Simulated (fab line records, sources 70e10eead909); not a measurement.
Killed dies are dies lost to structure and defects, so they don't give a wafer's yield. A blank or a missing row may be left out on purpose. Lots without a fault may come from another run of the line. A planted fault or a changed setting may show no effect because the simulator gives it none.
fab line records | flow nand_harc
record lots=24 wafers=72 last_day=34
route steps=1302 shown P_M1@298 P_M2@328 A_CHANNEL_HOLE_D1@465 A_DECK1_JOINT@543
lots that met no fault: from a run of the same line without faults
start_h: hours from the record's first day to the start of the lot's first wafer shown | wait_h: hours since the lot's step before | " the same as in the row above | L1.1+2: a row that stands for several wafers | - no value, or no start given | * or withheld: withheld | < > ~ a bound
route shown NAME@n: a module of which the file shows steps, and the number in the route of the first | usual: mean/standard deviation of fault-free wafers | same: alike in all rows | chamber/n: place in a boat | sites: the reading at each site | _std_site: their standard deviation | _edge_site: outer sites' mean less inner sites' | radius_mm: how far each site lies from the wafer's centre | mask NAME#n: copy n | behind: the tool/chamber that last shaped the wafer | hold: why the lot was held/for how many hours/how that ended | device: the transistor (n, p or np) that didn't switch | end of line: the same wafers' tests at the end of the route | a step without rows: its recipe alone | killed: dies lost to structure and defects at the first sort, not the wafer's yield | map: a wafer's dies, x killed, . not, _ none there
set.NAME: the setting as run; set.NAME@STEP: as run at that earlier step | model.NAME: the simulator's own value behind a step, which no gauge read
steps of the route over a sample of lots; a table a step, a row a wafer
services: from which hour (start_h, from the record's first day; less than 0 if before it) a tool's chamber was out of use, for how many hours, and why
## steps
# step NHARC_P_M1_DESCUM_14
# recipe time_s=3 o2_flow_sccm=200 ar_flow_sccm=0 bias_power_w=0 chemistry=O2
# usual drypump_motor_current_A=5.5/0.35 oes_product_au=0.999/0.0091 rf_vpp_V=57.6/0.91 showerhead_plenum_p_Torr=1.89/0.084 throttle_valve_pct=11.312/0.0091
# columns lot.wafer tool chamber start_h wait_h drypump_motor_current_A oes_product_au rf_hours_counter_h rf_vpp_V showerhead_plenum_p_Torr throttle_valve_pct
L074.1 rie_diel-12 0 128.47 0.1 5.8 0.995 6 56.6 1.80 11.307
L074.3 " 3 " " 5.9 0.995 6 57.5 2.02 11.296
L074.5 " 1 " " 6.7 1.007 - 59.0 2.01 11.321
L075.3 rie_diel-10 3 131.37 0.1 5.6 1.002 4 58.5 1.78 11.299
L075.4 " 0 " " 5.6 0.990 4 55.3 1.88 11.308
L075.1 " 1 " " 5.3 1.000 5 59.0 2.04 11.309
L076.1 rie_diel-10 1 141.98 0.1 5.4 1.013 6 59.3 2.04 11.300
L076.4 " 0 " " 5.6 0.991 6 58.0 1.88 11.296
L076.6 " 1 " " 5.3 0.995 - 58.6 2.04 11.297
L077.3 rie_diel-09 3 160.04 0.1 5.1 0.993 1 57.9 1.86 11.310
L077.6 " 3 " " 5.1 0.981 - 56.5 1.86 11.315
L077.5 " 0 " " 5.3 1.000 - 57.2 1.79 11.304
L078.3 rie_diel-10 0 165.17 0.1 5.6 0.994 7 56.0 1.88 11.310
L078.4 " 1 " " 5.3 0.998 8 58.0 2.04 11.303
L078.6 " 0 " " 5.6 0.994 - 58.3 1.88 11.316
L079.1 rie_diel-09 1 170.34 0.1 5.4 1.010 3 57.4 1.95 11.314
L079.4 " 2 " " 5.9 0.997 2 58.9 1.93 11.310
L079.5 " 0 " " 5.3 0.998 - 58.0 1.79 11.313
L080.4 rie_diel-10 2 186.48 0.1 5.8 1.006 9 57.5 1.95 11.290
L080.2 " 0 " " 5.6 0.994 9 56.9 1.88 11.310
L080.6 " 2 " " 5.8 0.989 - 57.6 1.95 11.302
L081.4 rie_diel-12 1 196.96 0.1 6.7 0.998 30 57.9 2.00 11.306
L081.3 " 3 " " 5.9 1.013 29 58.7 2.01 11.324
L081.5 " 2 " " 5.3 1.014 - 59.6 1.85 11.310
L082.3 rie_diel-12 3 209.51 0.1 5.9 1.017 29 57.3 2.01 11.309
L082.5 " 3 " " 5.9 1.005 - 59.0 2.01 11.321
L082.6 " 0 " " 5.8 0.998 - 56.8 1.79 11.320
L083.1 rie_diel-10 3 215.16 0.1 5.6 1.000 11 56.6 1.78 11.301
L083.2 " 0 " " 5.7 0.990 10 57.6 1.88 11.329
L083.3 " 2 " " 5.8 0.997 11 57.5 1.95 11.309
L084.3 rie_diel-09 3 227.90 0.1 5.0 0.992 6 56.7 1.86 11.319
L084.2 " 0 " " 5.4 0.996 6 57.3 1.79 11.317
L084.6 " 3 " " 5.0 0.975 - 58.5 1.86 11.311
L085.4 rie_diel-09 3 245.15 0.1 5.0 0.989 7 57.8 1.86 11.288
L085.5 " 0 " " 5.3 0.997 - 57.9 1.79 11.309
L085.6 " 1 " " 5.4 0.996 - 57.6 1.95 11.315
L086.2 rie_diel-09 1 248.07 0.1 5.4 1.004 7 56.9 1.95 11.314
L086.6 " 3 " " 5.1 0.990 - 57.1 1.86 11.328
L086.5 " 0 " " 5.3 0.998 - 58.4 1.79 11.312
L087.2 rie_diel-10 1 255.04 0.1 5.3 1.001 0 58.7 2.04 11.328
L087.3 " 2 " " 5.8 0.983 0 58.5 1.95 11.322
L087.6 " 0 " " 5.7 0.996 - 57.2 1.88 11.307
L088.4 rie_diel-09 0 272.08 0.1 5.3 1.004 9 57.3 1.79 11.308
L088.3 " 3 " " 5.1 0.991 10 58.7 1.85 11.321
L088.6 " 1 " " 5.4 1.014 - 59.8 1.95 11.306
L089.4 rie_diel-10 0 272.62 0.1 5.6 0.989 1 57.0 1.88 11.300
L089.3 " 2 " " 5.8 0.999 1 56.7 1.95 11.317
L089.5 " 3 " " 5.6 1.009 - 55.6 1.78 11.309
L090.2 rie_diel-10 0 291.75 0.1 5.7 0.982 3 56.0 1.88 11.324
L090.3 " 2 " " 5.8 0.993 3 58.9 1.95 11.304
L090.6 " 1 " " 5.3 1.003 - 58.1 2.04 11.304
L091.1 rie_diel-09 0 294.93 0.1 5.3 1.002 10 55.7 1.79 11.293
L091.4 " 3 " " 5.0 0.995 11 56.6 1.85 11.314
L091.6 " 0 " " 5.3 1.011 - 56.6 1.79 11.314
L092.3 rie_diel-09 3 303.70 0.1 5.1 0.987 11 57.1 1.85 11.315
L092.4 " 1 " " 5.3 1.006 11 58.5 1.95 11.323
L092.5 " 3 " " 5.1 0.995 - 57.2 1.85 11.326
L093.3 rie_diel-09 0 317.17 0.1 5.3 1.003 12 56.3 1.79 11.313
L093.4 " 1 " " 5.4 1.006 12 57.4 1.95 11.305
L093.2 " 2 " " 5.9 0.994 11 59.5 1.92 11.308
L094.4 rie_diel-09 1 334.55 0.1 5.4 1.007 0 59.1 1.95 11.324
L094.6 " 1 " " 5.4 1.010 - 59.2 1.95 11.317
L094.5 " 2 " " 5.9 0.997 - 58.4 1.92 11.323
L095.4 rie_diel-09 3 346.40 0.1 5.0 0.988 1 56.9 1.85 11.315
L095.2 " 1 " " 5.4 0.990 1 56.7 1.95 11.311
L095.5 " 3 " " 5.0 0.979 - 56.5 1.85 11.316
L096.4 rie_diel-09 1 349.13 0.1 5.3 0.995 1 57.5 1.95 11.303
L096.1 " 3 " " 5.0 1.000 1 59.0 1.85 11.320
L096.5 " 1 " " 5.4 1.011 - 58.1 1.95 11.329
L097.1 rie_diel-10 1 356.24 0.1 5.3 0.998 8 57.5 2.04 11.316
L097.3 " 2 " " 5.8 1.003 7 58.7 1.95 11.315
L097.5 " 2 " " 5.8 0.988 - 58.4 1.95 11.313
# step NHARC_P_M1_PRE_CLEAN_30
# recipe time_s=30 temp_c=280 gas=H2/He
# usual heater_power_w=413/41
# columns lot.wafer tool chamber start_h wait_h heater_power_w
L074.1 pvd_sputter-02 - - - 368
L074.3 " - " " 433
L074.5 " - " " 373
L075.1 pvd_sputter-01 - - - 437
L075.3 " - " " 373
L075.4 " - " " 483
L076.1 pvd_sputter-03 - - - 372
L076.4 " - " " 472
L076.6 " - " " 365
L077.3 pvd_sputter-01 - - - 438
L077.6 " - " " 444
L077.5 " - " " 371
L078.3 pvd_sputter-02 - - - 376
L078.4 " - " " 377
L078.6 " - " " 375
L079.4 pvd_sputter-01 - - - 373
L079.1 " - " " 486
L079.5 " - " " 378
L080.4 pvd_sputter-01 - - - 373
L080.2 " - " " 497
L080.6 " - " " 443
L081.4 pvd_sputter-01 - - - 392
L081.3 " - " " 508
L081.5 " - " " 445
L082.3 pvd_sputter-03 - - - 466
L082.6 " - " " 410
L082.5 " - " " 465
L083.2 pvd_sputter-03 - - - 473
L083.1 " - " " 463
L083.3 " - " " 360
L084.3 pvd_sputter-03 - - - 446
L084.2 " - " " 395
L084.6 " - " " 360
L085.4 pvd_sputter-02 - - - 439
L085.6 " - " " 439
L085.5 " - " " 383
L086.2 pvd_sputter-01 - - - 393
L086.6 " - " " 471
L086.5 " - " " 392
L087.3 pvd_sputter-03 - - - 456
L087.2 " - " " 360
L087.6 " - " " 457
L088.4 pvd_sputter-03 - - - 412
L088.3 " - " " 450
L088.6 " - " " 446
L089.4 pvd_sputter-01 - - - 391
L089.3 " - " " 371
L089.5 " - " " 498
L090.2 pvd_sputter-02 - - - 392
L090.3 " - " " 382
L090.6 " - " " 429
L091.4 pvd_sputter-02 - - - 390
L091.1 " - " " 387
L091.6 " - " " 388
L092.3 pvd_sputter-01 - - - 494
L092.4 " - " " 471
L092.5 " - " " 376
L093.4 pvd_sputter-01 - - - 450
L093.2 " - " " 372
L093.3 " - " " 484
L094.4 pvd_sputter-02 - - - 385
L094.5 " - " " 378
L094.6 " - " " 380
L095.2 pvd_sputter-02 - - - 398
L095.4 " - " " 433
L095.5 " - " " 394
L096.4 pvd_sputter-01 - - - 497
L096.1 " - " " 461
L096.5 " - " " 396
L097.3 pvd_sputter-02 - - - 431
L097.1 " - " " 381
L097.5 " - " " 393
# step NHARC_P_M2_CD_MEAS_09
# recipe target_cd_nm=170 landing_energy_ev=500
# usual cd_nm=170.0/0.56
# columns lot.wafer tool chamber start_h wait_h cd_nm
L074.1 cd_sem-01 0 132.43 - 169.4
L074.3 " 0 " " 169.9
L074.5 " 0 " " 169.6
L075.1 cd_sem-01 0 135.60 - 170.2
L075.3 " 0 " " 171.0
L075.4 " 0 " " 171.1
L076.1 cd_sem-03 0 146.07 - 169.7
L076.4 " 0 " " 170.9
L076.6 " 0 " " 170.4
L077.3 cd_sem-02 0 163.89 - 169.2
L077.5 " 0 " " 169.3
L077.6 " 0 " " 169.4
L078.3 cd_sem-01 0 169.12 - 169.6
L078.4 " 0 " " 169.3
L078.6 " 0 " " 170.3
L079.1 cd_sem-02 0 174.16 - 169.8
L079.4 " 0 " " 170.1
L079.5 " 0 " " 169.3
L080.2 cd_sem-03 0 190.46 - 170.1
L080.4 " 0 " " 170.0
L080.6 " 0 " " 170.1
L081.3 cd_sem-02 0 200.91 - 170.8
L081.4 " 0 " " 169.9
L081.5 " 0 " " 169.7
L082.3 cd_sem-01 0 213.52 - 170.3
L082.5 " 0 " " 169.3
L082.6 " 0 " " 169.5
L083.1 cd_sem-02 0 219.15 - 169.9
L083.2 " 0 " " 169.9
L083.3 " 0 " " 170.5
L084.2 cd_sem-03 0 231.95 - 170.0
L084.3 " 0 " " 170.4
L084.6 " 0 " " 170.1
L085.4 cd_sem-02 0 249.11 - 169.4
L085.5 " 0 " " 169.5
L085.6 " 0 " " 169.2
L086.2 cd_sem-03 0 252.54 - 169.9
L086.5 " 0 " " 169.8
L086.6 " 0 " " 169.3
L087.2 cd_sem-02 0 259.02 - 171.0
L087.3 " 0 " " 169.7
L087.6 " 0 " " 170.5
L088.3 cd_sem-02 0 276.05 - 170.3
L088.4 " 0 " " 170.6
L088.6 " 0 " " 170.3
L089.3 cd_sem-02 0 276.59 - 169.6
L089.4 " 0 " " 171.2
L089.5 " 0 " " 170.5
L090.2 cd_sem-02 0 295.71 - 169.8
L090.3 " 0 " " 170.6
L090.6 " 0 " " 169.6
L091.1 cd_sem-03 0 298.90 - 170.5
L091.4 " 0 " " 169.8
L091.6 " 0 " " 169.8
L092.3 cd_sem-01 0 308.90 - 170.1
L092.4 " 0 " " 170.0
L092.5 " 0 " " 171.2
L093.2 cd_sem-03 0 321.15 - 171.0
L093.3 " 0 " " 169.8
L093.4 " 0 " " 170.2
L094.4 cd_sem-02 0 338.41 - 169.5
L094.5 " 0 " " 170.9
L094.6 " 0 " " 169.7
L095.2 cd_sem-01 0 350.22 - 170.7
L095.4 " 0 " " 169.3
L095.5 " 0 " " 170.7
L096.1 cd_sem-03 0 352.95 - 170.4
L096.4 " 0 " " 169.9
L096.5 " 0 " " 171.1
L097.1 cd_sem-03 0 360.28 - 169.4
L097.3 " 0 " " 169.6
L097.5 " 0 " " 169.8
# step NHARC_A_CHANNEL_HOLE_D1_DESCUM_15
# recipe time_s=3 o2_flow_sccm=200 ar_flow_sccm=0 bias_power_w=0 chemistry=O2
# usual drypump_motor_current_A=5.7/0.38 oes_product_au=1.001/0.011 rf_vpp_V=57.7/0.91 showerhead_plenum_p_Torr=1.92/0.09 throttle_valve_pct=11.312/0.0085
# columns lot.wafer tool chamber start_h wait_h drypump_motor_current_A oes_product_au rf_hours_counter_h rf_vpp_V showerhead_plenum_p_Torr throttle_valve_pct
L074.3 rie_diel-10 1 179.92 0.1 5.3 1.009 9 57.7 2.04 11.317
L074.1 " 2 " " 5.8 1.003 8 58.1 1.95 11.316
L074.5 " 0 " " 5.7 0.991 - 56.7 1.88 11.322
L075.1 rie_diel-12 1 180.42 0.1 6.7 1.011 23 59.3 2.00 11.317
L075.3 " 2 " " 5.3 1.011 24 59.4 1.85 11.306
L075.4 " 2 " " 5.3 1.015 - 58.1 1.85 11.306
L076.4 rie_diel-10 1 201.51 0.1 5.3 1.008 10 59.8 2.04 11.309
L076.1 " 2 " " 5.8 0.999 10 58.8 1.95 11.314
L076.6 " 0 " " 5.7 0.992 - 57.4 1.88 11.327
L077.3 rie_diel-10 2 217.66 0.1 5.8 1.007 11 57.2 1.95 11.320
L077.5 " 3 " " 5.6 1.004 - 58.0 1.78 11.310
L077.6 " 0 " " 5.7 0.995 - 57.4 1.88 11.329
L078.3 rie_diel-10 2 217.99 0.1 5.8 1.007 11 60.0 1.95 11.308
L078.4 " 0 " " 5.6 0.994 11 57.2 1.88 11.319
L078.6 " 1 " " 5.3 1.014 - 57.5 2.04 11.314
L079.4 rie_diel-10 3 220.81 0.1 5.6 1.010 12 58.2 1.78 11.325
L079.1 " 0 " " 5.7 1.001 12 56.8 1.88 11.314
L079.5 " 2 " " 5.8 1.016 - 57.2 1.95 11.304
L080.2 rie_diel-10 1 238.81 0.1 5.3 1.002 13 57.7 2.04 11.309
L080.4 " 2 " " 5.8 0.999 13 56.9 1.95 11.320
L080.6 " 0 " " 5.6 0.982 - 57.2 1.88 11.316
L081.3 rie_diel-12 2 250.31 0.1 5.3 1.006 48 57.3 1.84 11.302
L081.4 " 2 " " 5.3 0.999 - 56.7 1.84 11.317
L081.5 " 3 " " 5.9 1.000 - 57.0 2.01 11.320
L083.2 rie_diel-10 2 265.39 0.1 5.8 0.987 0 57.6 1.95 11.300
L083.1 " 3 " " 5.6 1.001 0 56.0 1.78 11.321
L083.3 " 0 " " 5.6 0.984 0 56.1 1.88 11.299
L082.3 rie_diel-02 3 265.88 0.1 5.5 1.002 8 58.2 1.99 11.318
L082.5 " 0 " " 6.7 0.991 - 58.7 1.99 11.323
L082.6 " 1 " " 5.0 1.004 - 58.3 1.93 11.308
L084.2 rie_diel-10 2 278.15 0.6 5.8 0.997 2 58.3 1.95 11.318
L084.3 " 1 " " 5.3 0.995 2 57.9 2.04 11.303
L084.6 " 3 " " 5.6 1.012 - 56.3 1.78 11.314
L085.4 rie_diel-10 3 298.60 0.1 5.6 1.017 3 57.8 1.78 11.324
L085.6 " 2 " " 5.8 0.992 - 56.5 1.95 11.312
L085.5 " 3 " " 5.6 1.021 - 56.0 1.78 11.310
L086.2 rie_diel-02 0 305.09 0.1 6.7 1.013 28 59.4 1.99 11.295
L086.5 " 3 " " 5.6 0.998 - 57.6 1.99 11.301
L086.6 " 0 " " 6.7 1.003 - 57.6 1.99 11.307
L087.2 rie_diel-10 2 310.34 0.1 5.8 0.997 4 57.1 1.95 11.313
L087.3 " 0 " " 5.7 0.984 5 56.3 1.88 11.316
L087.6 " 2 " " 5.8 0.989 - 57.0 1.95 11.327
L089.4 rie_diel-02 0 325.56 0.1 6.7 1.004 34 58.0 1.98 11.327
L089.3 " 1 " " 5.0 1.000 37 59.4 1.92 11.306
L089.5 " 3 " " 5.6 0.991 - 58.4 1.99 11.315
L088.4 rie_diel-10 0 326.41 0.1 5.7 0.975 6 58.3 1.88 11.308
L088.3 " 1 " " 5.3 0.996 6 58.7 2.04 11.305
L088.6 " 3 " " 5.7 1.019 - 57.2 1.78 11.324
L091.4 rie_diel-10 0 344.23 0.1 5.7 0.980 8 57.8 1.87 11.299
L091.1 " 3 " " 5.6 1.016 7 56.1 1.77 11.304
L091.6 " 1 " " 5.3 0.993 - 57.2 2.04 11.307
L090.2 rie_diel-12 3 344.39 0.1 5.9 1.011 16 57.6 2.00 11.310
L090.3 " 1 " " 6.7 0.997 18 57.5 1.98 11.329
L090.6 " 2 " " 5.3 0.993 - 56.4 1.83 11.313
L092.3 rie_diel-12 2 358.31 0.1 5.3 1.002 19 57.1 1.83 11.317
L092.4 " 1 " " 6.7 0.981 21 57.7 1.98 11.314
L092.5 " 3 " " 5.9 1.002 - 57.2 2.00 11.297
L093.4 rie_diel-10 0 367.08 0.1 5.6 0.994 9 58.1 1.87 11.319
L093.2 " 2 " " 5.8 0.992 8 57.9 1.95 11.298
L093.3 " 3 " " 5.6 1.020 8 55.5 1.77 11.322
L094.4 rie_diel-02 0 386.32 0.1 6.6 0.997 52 58.4 1.98 11.305
L094.5 " 0 " " 6.7 0.997 - 58.3 1.98 11.324
L094.6 " 1 " " 5.1 1.008 - 57.7 1.91 11.329
L095.4 rie_diel-10 2 398.94 0.1 5.8 1.009 10 57.3 1.95 11.300
L095.2 " 1 " " 5.3 1.010 12 59.0 2.04 11.314
L095.5 " 2 " " 5.8 1.004 - 58.7 1.95 11.320
L096.1 rie_diel-10 1 400.31 0.1 5.3 1.014 12 59.1 2.04 11.298
L096.4 " 2 " " 5.8 1.005 11 57.6 1.95 11.305
L096.5 " 0 " " 5.6 0.979 - 57.7 1.87 11.297
L097.1 rie_diel-10 3 411.25 0.1 5.6 1.024 12 56.2 1.77 11.324
L097.3 " 2 " " 5.9 0.994 12 58.8 1.95 11.318
L097.5 " 3 " " 5.6 1.028 - 57.5 1.77 11.311
# step NHARC_A_CHANNEL_HOLE_D1_ETCH_44
# recipe target_depth_a=1400 overetch_a=140 time_s=77 ion_energy_ev=100 cf4_flow_sccm=80 o2_flow_sccm=20 ar_flow_sccm=0 rf_w=300 bias_w=100 chemistry=CF4/O2
# usual bias_w=100.0/0.33 drypump_motor_current_A=5.6/0.32 oes_f_703_au=1.000/0.0048 oes_product_au=1.001/0.011 rf_vpp_V=197.8/1.6 showerhead_plenum_p_Torr=1.34/0.064 throttle_valve_pct=13.396/0.0092
# columns lot.wafer tool chamber start_h wait_h bias_w drypump_motor_current_A oes_f_703_au oes_product_au rf_hours_counter_h rf_vpp_V showerhead_plenum_p_Torr throttle_valve_pct
L074.3 rie_diel-10 3 188.72 0.1 100.1 5.6 0.993 1.007 9 195.9 1.24 13.403
L074.1 " 0 " " 100.2 5.6 1.004 0.990 9 196.1 1.31 13.413
L074.5 " 0 " " 99.9 5.7 0.996 0.997 - 195.2 1.31 13.407
L075.3 rie_diel-10 1 192.78 0.1 100.0 5.3 1.004 1.005 10 200.2 1.42 13.390
L075.1 " 2 " " 99.4 5.8 0.990 0.993 10 199.6 1.36 13.412
L075.4 " 1 " " 99.6 5.3 0.994 1.010 - 199.7 1.42 13.400
L076.1 rie_diel-10 2 207.42 0.1 99.9 5.8 0.986 1.007 11 198.8 1.36 13.402
L076.4 " 3 " " 100.2 5.6 0.994 1.011 11 196.0 1.24 13.404
L076.6 " 2 " " 100.3 5.8 1.002 1.004 - 198.3 1.36 13.381
L077.3 rie_diel-10 1 226.58 0.1 100.4 5.3 0.993 1.003 13 198.9 1.42 13.387
L077.6 " 3 " " 99.6 5.6 1.005 1.003 - 195.2 1.24 13.396
L077.5 " 0 " " 99.9 5.7 0.995 0.997 - 198.7 1.31 13.405
L078.4 rie_diel-10 2 228.30 0.1 99.9 5.8 0.998 0.998 13 197.8 1.36 13.416
L078.3 " 3 " " 99.6 5.7 1.003 0.989 13 195.8 1.24 13.400
L078.6 " 1 " " 100.1 5.3 1.008 0.997 - 200.1 1.42 13.401
L079.4 rie_diel-10 2 230.73 0.1 100.5 5.8 0.999 1.000 13 197.7 1.36 13.398
L079.1 " 1 " " 100.3 5.3 1.000 1.016 13 199.1 1.42 13.399
L079.5 " 3 " " 99.8 5.6 1.002 1.007 - 194.5 1.24 13.397
L080.2 rie_diel-02 0 244.76 0.1 99.8 6.7 1.001 1.007 5 198.0 1.39 13.411
L080.4 " 0 " " 100.4 6.7 1.002 1.001 - 199.2 1.39 13.400
L080.6 " 1 " " 100.5 5.1 0.997 0.999 - 199.8 1.35 13.408
L081.4 rie_diel-10 1 256.60 0.1 99.8 5.3 0.997 0.996 0 199.8 1.42 13.396
L081.3 " 3 " " 100.0 5.6 0.996 1.011 0 196.9 1.24 13.409
L081.5 " 0 " " 100.5 5.6 0.995 0.979 - 197.7 1.31 13.405
L083.3 rie_diel-10 1 271.28 0.1 99.5 5.3 1.009 1.000 1 200.7 1.42 13.397
L083.2 " 2 " " 100.4 5.8 0.999 0.981 1 199.2 1.36 13.399
L083.1 " 3 " " 99.6 5.6 1.004 1.013 1 195.3 1.24 13.381
L082.3 rie_diel-10 1 271.92 0.1 99.5 5.3 1.006 1.003 1 198.9 1.42 13.395
L082.6 " 1 " " 100.0 5.3 1.002 1.005 - 199.1 1.42 13.384
L082.5 " 2 " " 99.8 5.8 0.996 0.983 - 195.6 1.36 13.402
L084.3 rie_diel-10 0 284.06 0.1 99.5 5.7 1.004 0.994 2 197.9 1.31 13.404
L084.2 " 2 " " 99.8 5.8 0.998 1.000 2 198.4 1.36 13.411
L084.6 " 0 " " 100.1 5.6 0.997 0.998 - 198.1 1.31 13.395
L085.4 rie_diel-10 0 307.66 0.1 99.9 5.7 1.001 0.992 4 197.5 1.31 13.390
L085.5 " 3 " " 99.9 5.6 1.004 1.020 - 193.4 1.24 13.389
L085.6 " 0 " " 100.2 5.6 0.998 0.984 - 196.9 1.31 13.409
L086.2 rie_diel-12 1 311.02 0.1 99.3 6.7 0.993 0.977 10 199.2 1.39 13.407
L086.5 " 1 " " 100.1 6.7 1.010 0.975 - 198.0 1.39 13.395
L086.6 " 0 " " 99.9 5.8 1.004 0.994 - 196.5 1.25 13.407
L087.3 rie_diel-02 1 316.27 0.1 100.0 5.1 1.000 0.999 35 198.2 1.34 13.398
L087.2 " 2 " " 100.6 5.5 0.997 0.987 32 197.7 1.35 13.378
L087.6 " 0 " " 100.3 6.6 0.997 1.009 - 198.9 1.38 13.391
L089.4 rie_diel-10 1 331.87 0.1 100.1 5.3 1.005 1.011 6 199.5 1.42 13.387
L089.3 " 2 " " 100.0 5.7 0.997 0.999 5 198.1 1.36 13.389
L089.5 " 1 " " 99.9 5.3 1.004 1.000 - 199.0 1.42 13.380
L088.3 rie_diel-02 3 332.54 0.1 100.7 5.6 1.002 1.009 34 197.4 1.38 13.403
L088.4 " 0 " " 99.6 6.7 0.996 1.005 38 198.4 1.38 13.406
L088.6 " 0 " " 99.7 6.7 0.998 1.012 - 197.6 1.38 13.394
L091.1 rie_diel-10 3 350.25 0.1 100.0 5.6 0.998 1.011 7 195.0 1.24 13.391
L091.6 " 2 " " 100.0 5.8 1.000 0.997 - 198.7 1.36 13.398
L091.4 " 3 " " 100.1 5.6 0.999 1.009 - 196.4 1.24 13.393
L090.3 rie_diel-10 3 350.78 0.5 100.5 5.6 1.002 1.024 7 194.8 1.24 13.384
L090.2 " 2 " " 99.4 5.8 1.004 0.992 7 198.3 1.36 13.400
L090.6 " 1 " " 99.8 5.3 1.004 1.010 - 200.3 1.42 13.394
L092.4 rie_diel-10 3 364.23 0.1 99.6 5.6 1.000 1.015 8 195.4 1.24 13.396
L092.3 " 0 " " 100.3 5.7 1.006 0.994 8 195.1 1.31 13.394
L092.5 " 2 " " 100.4 5.8 1.002 1.004 - 197.9 1.36 13.386
L093.3 rie_diel-10 3 372.99 0.1 100.0 5.7 1.005 1.022 9 196.4 1.24 13.409
L093.2 " 0 " " 99.7 5.7 1.001 0.981 9 197.5 1.31 13.381
L093.4 " 1 " " 99.9 5.3 0.995 1.007 10 200.9 1.42 13.394
L094.4 rie_diel-10 1 394.19 0.1 99.9 5.3 0.999 1.003 12 198.6 1.42 13.398
L094.6 " 0 " " 100.3 5.6 1.004 0.988 - 197.5 1.31 13.399
L094.5 " 1 " " 100.3 5.3 0.995 1.002 - 198.7 1.42 13.390
L095.2 rie_diel-10 0 406.32 0.1 100.3 5.7 0.993 0.988 12 196.9 1.31 13.384
L095.4 " 1 " " 99.3 5.3 0.998 1.007 13 199.7 1.42 13.387
L095.5 " 0 " " 100.3 5.7 0.992 0.991 - 196.9 1.31 13.388
L096.1 rie_diel-10 0 408.63 0.0 100.1 5.7 0.997 0.995 12 196.3 1.31 13.403
L096.4 " 3 " " 100.0 5.6 0.999 1.020 12 194.8 1.24 13.398
L096.5 " 0 " " 99.9 5.6 1.014 0.993 - 198.6 1.31 13.392
L097.1 rie_diel-10 3 417.15 0.0 99.3 5.6 0.993 1.010 13 194.6 1.24 13.409
L097.3 " 2 " " 99.4 5.8 1.000 0.996 13 197.9 1.36 13.394
L097.5 " 3 " " 99.7 5.6 1.004 1.021 - 196.2 1.24 13.397
# step NHARC_A_DECK1_JOINT_THK_MEAS_17
# recipe thk_meas_gauge=ellipsometry
# usual thk_nm=44.7/1.2
# columns lot.wafer tool chamber start_h wait_h thk_nm
L075.1 film_metro-02 - 279.41 0.2 44.8
L075.3 " - " " 43.7
L075.4 " - " " 45.0
L074.1 film_metro-01 - 279.48 0.2 46.5
L074.3 " - " " 42.8
L074.5 " - " " 45.4
L076.1 film_metro-01 - 297.33 0.2 45.6
L076.4 " - " " 44.3
L076.6 " - " " 45.6
L079.1 film_metro-02 - 309.74 0.2 42.9
L079.4 " - " " 43.9
L079.5 " - " " 45.5
L078.3 film_metro-01 - 309.74 0.2 44.8
L078.4 " - " " 45.2
L078.6 " - " " 46.6
L077.3 film_metro-02 - 309.91 0.2 43.6
L077.5 " - " " 45.2
L077.6 " - " " 44.4
L080.2 film_metro-02 - 329.83 0.2 44.7
L080.4 " - " " 45.4
L080.6 " - " " 44.2
L081.3 film_metro-02 - 340.86 0.2 46.3
L081.4 " - " " 46.3
L081.5 " - " " 41.8
L082.3 film_metro-02 - 353.80 0.2 45.8
L082.5 " - " " 43.5
L082.6 " - " " 46.6
L083.1 film_metro-01 - 353.97 0.2 46.0
L083.2 " - " " 43.5
L083.3 " - " " 46.0
L084.2 film_metro-02 - 371.74 0.2 45.4
L084.3 " - " " 42.6
L084.6 " - " " 44.4
L085.4 film_metro-01 - 393.97 0.2 44.9
L085.5 " - " " 45.6
L085.6 " - " " 46.1
L086.2 film_metro-02 - 401.91 0.2 43.8
L086.5 " - " " 46.0
L086.6 " - " " 42.2
L087.2 film_metro-01 - 406.33 0.2 44.9
L087.3 " - " " 43.4
L087.6 " - " " 44.1
L089.3 film_metro-02 - 423.88 0.2 43.2
L089.4 " - " " 44.7
L089.5 " - " " 42.7
L088.3 film_metro-01 - 423.88 0.2 44.2
L088.4 " - " " 42.7
L088.6 " - " " 45.1
L090.2 film_metro-01 - 434.49 0.3 43.3
L090.3 " - " " 44.3
L090.6 " - " " 45.9
L091.1 film_metro-02 - 434.49 0.3 42.7
L091.4 " - " " 47.2
L091.6 " - " " 45.1
L092.3 film_metro-01 - 450.23 0.2 43.1
L092.4 " - " " 45.7
L092.5 " - " " 43.6
L093.2 film_metro-02 - 456.66 0.2 43.0
L093.3 " - " " 43.4
L093.4 " - " " 45.2
L094.4 film_metro-02 - 476.13 0.1 45.9
L094.5 " - " " 45.6
L094.6 " - " " 44.1
L096.1 film_metro-02 - 489.90 0.2 44.6
L096.4 " - " " 46.3
L096.5 " - " " 46.3
L095.2 film_metro-01 - 490.07 0.2 46.4
L095.4 " - " " 46.4
L095.5 " - " " 44.1
L097.1 film_metro-02 - 513.23 0.3 44.1
L097.3 " - " " 45.1
L097.5 " - " " 45.6
## services
# columns tool chamber start_h hours kind
rie_diel-09 3 105.67 6.6 repair
rie_diel-09 1 109.98 3.7 repair
rie_diel-09 3 123.34 12.3 repair
rie_diel-09 3 136.03 16.1 repair
rie_diel-09 - 138.65 0.7 repair
rie_diel-09 - 143.10 9.0 pm
rie_diel-12 1 151.11 2.0 repair
rie_diel-09 - 160.98 0.4 repair
rie_diel-12 0 179.65 7.1 repair
rie_diel-09 0 188.24 18.5 repair
rie_diel-10 0 191.77 4.4 repair
rie_diel-12 1 213.38 2.0 repair
rie_diel-12 0 218.69 33.5 repair
pvd_sputter-01 - 226.03 10.0 pm
rie_diel-10 - 242.51 9.0 pm
pvd_sputter-01 - 257.35 3.0 repair
rie_diel-09 1 262.15 1.3 repair
rie_diel-12 - 270.28 9.0 pm
rie_diel-10 - 277.42 0.7 repair
rie_diel-09 - 320.10 9.0 pm
rie_diel-10 0 348.01 14.6 repair
rie_diel-09 3 356.22 6.4 repair
rie_diel-09 2 397.29 46.2 repair
pvd_sputter-01 - 404.03 10.0 pm
## key
fault none
